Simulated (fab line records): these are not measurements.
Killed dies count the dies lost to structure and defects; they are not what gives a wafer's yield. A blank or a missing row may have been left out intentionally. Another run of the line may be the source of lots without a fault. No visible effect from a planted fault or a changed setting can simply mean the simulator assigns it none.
Chamber matching    flow n5Finfet    pecvd-04 running N5_BEOL_M2_ILD_DEP_00: 3 sister chambers
The step deposits SiOC from DEMS/O2, target thk 79 nm, time 15.3 s. 18 wafers are shown with their chamber, then 9 later ones without.

== WAFERS, EACH WITH ITS CHAMBER ==
wafer   chamber  throttleValvePct (%)  showerheadPlenumPTorr (Torr)  heaterPowerW (W)
L075.1  0        14.4                  5.696                         447
L075.5  0        14.8                  5.685                         459
L075.6  1        12.1                  5.671                         418
L076.1  2        10.9                  5.654                         526
L076.3  1        12.3                  5.697                         428
L076.5  2        11.1                  5.663                         507
L081.1  1        12.2                  5.679                         500
L081.4  1        12.0                  5.699                         511
L081.6  2        11.1                  5.667                         472
L083.2  2        10.9                  5.674                         533
L083.5  2        11.2                  5.684                         538
L083.6  1        12.2                  5.700                         506
L087.1  0        14.3                  5.678                         495
L087.2  1        12.3                  5.686                         480
L087.3  2        10.9                  5.675                         505
L087.4  2        11.0                  5.661                         491
L087.5  1        12.2                  5.697                         478
L087.6  0        14.8                  5.704                         500

SIGNATURES (means of the wafers above)
reading                chamber 0  chamber 1  chamber 2  scatter within a chamber
throttleValvePct       14.575     12.186     11.014     0.156
showerheadPlenumPTorr  5.69075    5.68986    5.66829    0.0109
heaterPowerW           475.25     474.43     510.29     30.4
Rule: for a wafer and a chamber, the distance is found by dividing, reading by reading, the gap between the wafer's reading and the chamber's mean by the reading's scatter, squaring, summing and taking the root. If the next closest chamber is less than 2 further off than the closest, the wafer can't be placed; otherwise it belongs to the closest. The scatter: the root of (the sum of the squares of (reading less its chamber's mean) over the shown wafers, divided by (wafers less chambers)).

== WAFERS WHOSE CHAMBER IS MISSING ==
wafer   throttleValvePct (%)  showerheadPlenumPTorr (Torr)  heaterPowerW (W)
L089.1  14.6                  5.701                         519
L089.2  11.3                  5.683                         531
L089.5  11.2                  5.668                         526
L091.1  14.9                  5.676                         526
L091.2  12.1                  5.696                         445
L091.5  14.6                  5.683                         518
L095.2  14.7                  5.685                         494
L095.3  11.2                  5.666                         479
L095.4  11.2                  5.678                         488

== EACH ONE'S CHAMBER ==
wafer   from the rows above  in truth
L089.1  0                    0
L089.2  2                    2
L089.5  2                    2
L091.1  0                    0
L091.2  1                    1
L091.5  0                    0
L095.2  0                    0
L095.3  2                    2
L095.4  2                    2
9 of 9 placed correctly. Number that these rows cannot place: 0. Wrongly placed: 0.
